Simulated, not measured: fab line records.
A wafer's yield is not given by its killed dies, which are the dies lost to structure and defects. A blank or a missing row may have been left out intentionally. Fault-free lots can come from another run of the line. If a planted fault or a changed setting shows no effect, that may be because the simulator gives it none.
fab line records | flow n5_finfet
[record] lots = 11 wafers = 33 last_day = 17
route steps=1938 shown BEOL_M15@1821 MIM_TOP@1836 MIM_TOP_LITHO@1849 MIM_TOP_ETCH@1853 PASSIVATION@1936
lots that met no fault: taken from a fault-free run of the same line
start_h: the number of hours between the record's first day and the start of the first shown wafer of the lot | wait_h: hours from the lot's prior step to this one | " repeats the value in the row above | L1.1+2: a single row standing in for several wafers | - no value, or no start given | * or withheld: withheld | < > ~ a bound
route shown NAME@n: NAME is a module with steps in the file, n the number in the route of the first one | usual: mean/standard deviation taken from wafers without a fault | same: alike in all rows | chamber/n: place in a boat | sites: each site's reading | _std_site: the standard deviation of these | _edge_site: inner sites' mean taken away from outer sites' mean | radius_mm: for every site, how far away it sits from the centre of the wafer | mask NAME#n: copy n | behind: the tool/chamber that last shaped the wafer | hold: the reason the lot was held/the length of the hold in hours/how it ended | device: names the non-switching transistor (n, p or np) | end of line: tests run on the same wafers once the route is complete | where a step has no rows: the recipe by itself | killed: the dies lost at the first sort to structure and to defects; this is not the yield of the wafer | map: per-die view of a wafer (x killed, . not killed, _ where there is no die)
set.NAME: the run value of the setting; set.NAME@STEP: its run value at that earlier step | model.NAME: the simulator's own value behind a step, which no gauge read
steps of the route over a sample of lots; a table a step, a row a wafer
services: a tool's chamber out of use, with start hour (start_h, from the record's first day; less than 0 if before it), hours out, and reason
[[steps]]
[step N5_BEOL_M15_SPUTTER_45]
[recipe] material = Cu target_thk_a = 1000 temp_c = -20 bias_v = 60 power_w = 26000 chamber_pressure_pa = 0.13 time_s = 16.67
[usual] throttle_valve_pct = 30.2/1.1
// columns lot.wafer tool chamber start_h wait_h throttle_valve_pct
L924.1 pvd_sputter-03 - 258.61 0.0 29.2
L924.3 " - " " 31.4
L924.6 " - " " 31.7
L925.3 pvd_sputter-02 - 262.51 0.0 30.7
L925.4 " - " " 31.2
L925.6 " - " " 31.2
L927.3 pvd_sputter-02 - 274.22 0.0 31.3
L927.4 " - " " 30.9
L927.5 " - " " 30.9
L928.1 pvd_sputter-03 - 276.09 0.0 29.0
L928.4 " - " " 31.4
L928.5 " - " " 28.9
L929.2 pvd_sputter-01 - 280.09 0.0 28.9
L929.3 " - " " 29.0
L929.5 " - " " 28.6
L930.2 pvd_sputter-03 - 286.54 0.0 29.4
L930.3 " - " " 28.7
L930.6 " - " " 31.3
L931.1 pvd_sputter-02 - 296.73 0.0 31.0
L931.4 " - " " 30.7
L931.5 " - " " 31.2
L934.1 pvd_sputter-03 - 310.62 0.0 31.7
L934.4 " - " " 29.0
L934.5 " - " " 31.4
L935.3 pvd_sputter-01 - 319.11 0.0 28.3
L935.5 " - " " 29.7
L935.6 " - " " 31.0
L941.4 pvd_sputter-03 - 381.33 0.0 29.1
L941.5 " - " " 31.6
L941.6 " - " " 31.6
L942.1 pvd_sputter-02 - 389.22 0.0 29.5
L942.4 " - " " 31.0
L942.5 " - " " 29.5
[step N5_MIM_TOP_ALD_02]
[recipe] material = Al2O3 target_thk_a = * temp_c = withheld ald_precursor_family = TMA ald_co_reactant = O3 pulse_time_s = withheld purge_time_s = 3 co_reactant_purge_time_s = withheld co_reactant_pulse_time_s = 3 ald_cycles = withheld
[usual] precursor_pulse_height_rel = 1.000/0.019
// columns lot.wafer tool chamber start_h wait_h precursor_pulse_height_rel
L924.1 ald_hk-01 2 261 - 0.991
L924.3 " 3 " " 1.016
L924.6 " 1 " " 1.015
L925.3 ald_hk-03 1 265 - 0.989
L925.4 " 2 " " 0.995
L925.6 " 0 " " 1.020
L927.3 ald_hk-01 2 279 - 1.013
L927.4 " 0 " " 0.988
L927.5 " 1 " " 1.017
L928.1 ald_hk-02 1 280 - 0.985
L928.4 " 0 " " 1.015
L928.5 " 1 " " 0.995
L929.2 ald_hk-03 3 283 - 0.978
L929.3 " 0 " " 0.987
L929.5 " 1 " " 0.965
L930.2 ald_hk-03 0 289 - 0.975
L930.3 " 2 " " 0.983
L930.6 " 3 " " 1.010
L931.1 ald_hk-03 1 300 - 0.981
L931.4 " 2 " " 1.029
L931.5 " 2 " " 1.000
L934.1 ald_hk-01 2 313 - 0.989
L934.4 " 3 " " 1.003
L934.5 " 2 " " 1.003
L935.3 ald_hk-01 2 323 - 1.008
L935.5 " 2 " " 0.995
L935.6 " 1 " " 1.023
L941.4 ald_hk-01 2 385 - 0.997
L941.5 " 2 " " 1.019
L941.6 " 3 " " 1.014
L942.1 ald_hk-01 3 392 - 0.985
L942.4 " 1 " " 1.004
L942.5 " 0 " " 0.966
[step N5_MIM_TOP_SPUTTER_03]
[recipe] material = TiN target_thk_a = 350 temp_c = 200 power_w = 3000 chamber_pressure_pa = 0.49996 gas = Ar reactive_partial_pa = 0.37997 time_s = 89.7
[usual] throttle_valve_pct = 30.3/1.1
// columns lot.wafer tool chamber start_h wait_h throttle_valve_pct
L924.1 pvd_sputter-02 - 262.63 0.0 31.0
L924.3 " - " " 31.2
L924.6 " - " " 31.3
L925.3 pvd_sputter-03 - 266.09 0.0 29.1
L925.4 " - " " 28.8
L925.6 " - " " 31.8
L927.3 pvd_sputter-03 - 280.65 0.0 31.2
L927.4 " - " " 29.3
L927.5 " - " " 31.4
L928.1 pvd_sputter-03 - 280.77 0.0 31.4
L928.4 " - " " 29.1
L928.5 " - " " 31.6
L929.2 pvd_sputter-02 - 283.14 0.0 31.4
L929.3 " - " " 30.9
L929.5 " - " " 31.2
L930.2 pvd_sputter-03 - 291.53 0.0 31.6
L930.3 " - " " 31.5
L930.6 " - " " 31.5
L931.1 pvd_sputter-02 - 301.23 0.0 31.1
L931.4 " - " " 31.2
L931.5 " - " " 31.5
L934.1 pvd_sputter-02 - 314.71 0.0 31.3
L934.4 " - " " 31.0
L934.5 " - " " 29.8
L935.3 pvd_sputter-03 - 323.87 0.0 31.6
L935.5 " - " " 31.5
L935.6 " - " " 29.3
L941.4 pvd_sputter-03 - 386.13 0.0 31.5
L941.5 " - " " 28.7
L941.6 " - " " 29.3
L942.1 pvd_sputter-02 - 395.58 0.0 29.6
L942.4 " - " " 31.4
L942.5 " - " " 31.0
[step N5_MIM_TOP_LITHO_INSPECT_12]
[recipe] mode = adi inspect_instrument = macro
[usual] raw_defect_count = 2.4/1.4
// columns lot.wafer tool chamber start_h wait_h raw_defect_count
L924.1 defect_inspect-02 - 263.08 0.0 1
L924.3 " - " " 0
L924.6 " - " " 1
L925.3 defect_inspect-01 - 266.66 0.0 2
L925.4 " - " " 7
L925.6 " - " " 2
L927.3 defect_inspect-01 - 281.23 0.0 1
L927.4 " - " " 2
L927.5 " - " " 2
L928.1 defect_inspect-01 - 281.38 0.0 1
L928.4 " - " " 2
L928.5 " - " " 1
L929.2 defect_inspect-02 - 283.71 0.0 3
L929.3 " - " " 4
L929.5 " - " " 5
L930.2 defect_inspect-02 - 291.97 0.0 3
L930.3 " - " " 2
L930.6 " - " " 0
L931.1 defect_inspect-01 - 303.81 0.0 2
L931.4 " - " " 3
L931.5 " - " " 3
L934.1 defect_inspect-01 - 315.15 0.0 3
L934.4 " - " " 3
L934.5 " - " " 2
L935.3 defect_inspect-01 - 324.32 0.0 3
L935.5 " - " " 4
L935.6 " - " " 1
L941.4 defect_inspect-01 - 386.58 0.0 >300
L941.5 " - " " >300
L941.6 " - " " >300
L942.1 defect_inspect-01 - 396.03 0.0 >300
L942.4 " - " " >300
L942.5 " - " " >300
[step N5_MIM_TOP_ETCH_PECVD_03]
[recipe] material = SiNx target_thk_a = 200 temp_c = 400 precursor = SiH4/NH3/N2 pressure_torr = 1.5 rf_w = 300 time_s = 17.6
[usual] heater_power_w = 724/89 showerhead_plenum_p_Torr = 5.14/0.059 throttle_valve_pct = 40.2/2.6
// columns lot.wafer tool chamber start_h wait_h heater_power_w showerhead_plenum_p_Torr throttle_valve_pct
L924.1 pecvd-03 2 263.40 - 678 5.07 37.8
L924.3 " 1 " " 909 5.17 44.7
L924.6 " 0 " " 646 5.14 40.5
L925.3 pecvd-03 1 267.21 - 882 5.17 44.7
L925.4 " 0 " " 681 5.16 40.5
L925.6 " 2 " " 693 5.08 37.8
L927.3 pecvd-04 2 281.70 - 702 5.19 36.8
L927.4 " 0 " " 656 5.16 37.3
L927.5 " 2 " " 683 5.19 36.9
L928.1 pecvd-02 2 281.78 - 746 5.13 38.5
L928.4 " 2 " " 771 5.14 38.2
L928.5 " 0 " " 827 5.24 42.1
L929.2 pecvd-02 0 284.17 - 805 5.24 41.7
L929.3 " 2 " " 756 5.12 38.6
L929.5 " 0 " " 839 5.23 41.9
L930.2 pecvd-03 2 293.01 - 753 5.08 37.8
L930.3 " 1 " " 879 5.17 44.8
L930.6 " 0 " " 668 5.14 40.5
L931.1 pecvd-04 0 304.13 - 632 5.16 37.7
L931.4 " 0 " " 629 5.15 37.9
L931.5 " 2 " " 746 5.19 37.1
L934.1 pecvd-04 1 315.75 - 724 5.04 38.5
L934.4 " 0 " " 585 5.17 37.9
L934.5 " 1 " " 710 5.02 38.5
L935.3 pecvd-04 2 325.02 - 660 5.19 36.9
L935.5 " 1 " " 710 5.02 38.8
L935.6 " 0 " " 601 5.17 37.7
L941.4 pecvd-02 0 386.93 - 789 5.24 41.9
L941.5 " 1 " " 766 5.12 43.9
L941.6 " 2 " " 777 5.13 39.4
L942.1 pecvd-04 1 396.49 - 687 5.03 38.7
L942.4 " 0 " " 621 5.16 37.8
L942.5 " 2 " " 624 5.19 37.3
[step N5_PASSIVATION_PROBE_49]
[usual] defect_limited_yield = 91.1/1.3 killed_at_M0_to_M3 = 35/11 killed_at_M4_up = 13/5.4 killed_at_contacts = 14/6.5 killed_at_front_end = 41/11 killed_at_other = 4/3.1 killed_dies = 106/15 killed_open = 69/12 killed_short = 35/7 sort_bin_4_leakage = 0.01/0.078 sort_bin_5_function = 5.2/0.86 sort_bin_6_memory = 3.4/0.64 sort_n_pass = 1074/15 sort_yield_pct = 91.0/1.3
[same] gross_dies = 1180 killed_at_back_side = 0 sort_bin_8_speed[%] = 0
// columns lot.wafer tool chamber start_h wait_h defect_limited_yield[%] killed_at_M0_to_M3 killed_at_M4_up killed_at_contacts killed_at_front_end killed_at_other killed_dies killed_open killed_short sort_bin_4_leakage[%] sort_bin_5_function[%] sort_bin_6_memory[%] sort_n_pass sort_yield_pct[%]
L941.4 prober-02 - 398.87 0.7 80.2 34 13 14 39 134 234 63 35 0 11.3 4.5 946 80.2
L941.5 prober-02 - 398.92 0.7 79.0 38 15 7 41 147 248 70 32 0 12.1 4.2 932 79.0
L941.6 prober-02 - 398.97 0.8 83.4 38 21 7 19 111 196 53 32 0 9.8 3.5 984 83.4
L942.1 prober-02 - 406.72 0.0 83.2 38 30 3 26 101 198 65 29 0 9.3 3.6 982 83.2
L942.4 prober-02 - 406.87 0.2 80.2 47 11 11 27 138 234 57 37 0 11.6 3.5 946 80.2
L942.5 prober-02 - 406.92 0.2 80.1 33 13 7 23 159 235 53 26 0 12.3 4.1 945 80.1
// killed by level:class
L941.4 MIM_TOP:unspecified=131 MOL_CONTACT_COAG:geometric_particle:open=13 BEOL_M0_SAQP:geometric_particle:open=9 DUMMY_GATE:geometric_particle:open=7 BEOL_M0_SAQP:geometric_particle:short=7 BEOL_M4:geometric_particle:open=6 BEOL_M0:geometric_particle:open=4 STARTING-WAFER:geometric_particle:open=4
L941.5 MIM_TOP:unspecified=145 BEOL_M0_SAQP:geometric_particle:open=17 STI_FIN_REVEAL:geometric_particle:open=12 BEOL_M0_SAQP:geometric_particle:short=8 BEOL_M4:geometric_particle:open=7 MOL_CONTACT_COAG:geometric_particle:open=6 FIN_SAQP:geometric_particle:short=5 ILD0:geometric_particle:short=4
L941.6 MIM_TOP:unspecified=109 BEOL_M0_SAQP:geometric_particle:short=16 BEOL_M0_SAQP:geometric_particle:open=12 STI_FIN_REVEAL:geometric_particle:open=8 BEOL_M4:geometric_particle:open=7 BEOL_M5:geometric_particle:open=7 FIN_SAQP:geometric_particle:short=5 MOL_CONTACT_COAG:geometric_particle:open=5
L942.1 MIM_TOP:unspecified=100 BEOL_M0_SAQP:geometric_particle:open=13 BEOL_M5:geometric_particle:open=11 STARTING-WAFER:geometric_particle:short=8 BEOL_M3:geometric_particle:open=8 STI_FIN_REVEAL:geometric_particle:open=6 BEOL_M1:geometric_particle:open=6 BEOL_M7:geometric_particle:open=6
L942.4 MIM_TOP:unspecified=137 BEOL_M0_SAQP:geometric_particle:short=14 BEOL_M0_SAQP:geometric_particle:open=9 BEOL_M3:geometric_particle:open=8 MOL_CONTACT_COAG:geometric_particle:open=7 BEOL_M5:geometric_particle:open=7 BEOL_M1:geometric_particle:open=6 STI_FIN_REVEAL:geometric_particle:open=5
L942.5 MIM_TOP:unspecified=156 BEOL_M0_SAQP:geometric_particle:short=9 STI_FIN_REVEAL:geometric_particle:open=7 MOL_CONTACT_COAG:geometric_particle:open=6 BEOL_M2:geometric_particle:open=6 BEOL_M1:geometric_particle:open=4 BEOL_M4:geometric_particle:open=4 BEOL_M5:geometric_particle:open=4
[[services]]
// columns tool chamber start_h hours kind
pecvd-03 - 252.74 1.0 repair
pecvd-03 2 259.89 - calibration
pecvd-03 0 295.41 5.5 scheduled_down
ald_hk-03 - 295.86 2.9 repair
ald_hk-01 - 329.06 0.5 repair
pecvd-02 0 336.68 2.1 scheduled_down
pecvd-03 1 350.43 5.5 scheduled_down
ald_hk-02 - 355.17 0.7 repair
pecvd-02 2 356.25 2.6 repair
pecvd-02 0 357.39 5.5 scheduled_down
pecvd-03 - 385.80 11.6 repair
pvd_sputter-01 - 389.72 7.3 repair
[[key]]
[first_sign] step = N5_MIM_TOP_LITHO_INSPECT_12 reading = raw_defect_count direction = up sigmas = 99+ usual = 2.4 struck = >300
[effect] step = N5_PASSIVATION_PROBE_49 reading = killed_at_other direction = up sigmas = 42 usual = 4 struck = 132
[more_kills_born_at] N5_MIM_TOP_ALD_02@ald_hk-01 = 778
met_at N5_MIM_TOP_ALD_02
struck_lots L941,L942
not_acting_at N5_BEOL_M15_SPUTTER_45,N5_MIM_TOP_SPUTTER_03,N5_MIM_TOP_ETCH_PECVD_03
onset_between 323 385
also_fits time
[fault] kind = chamber_particle_source tool = ald_hk-01 chamber = - onset_h = 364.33 steps = N5_MIM_TOP_ALD_02 rate_per_visit_cm2 = 1.9038 end_h = 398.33
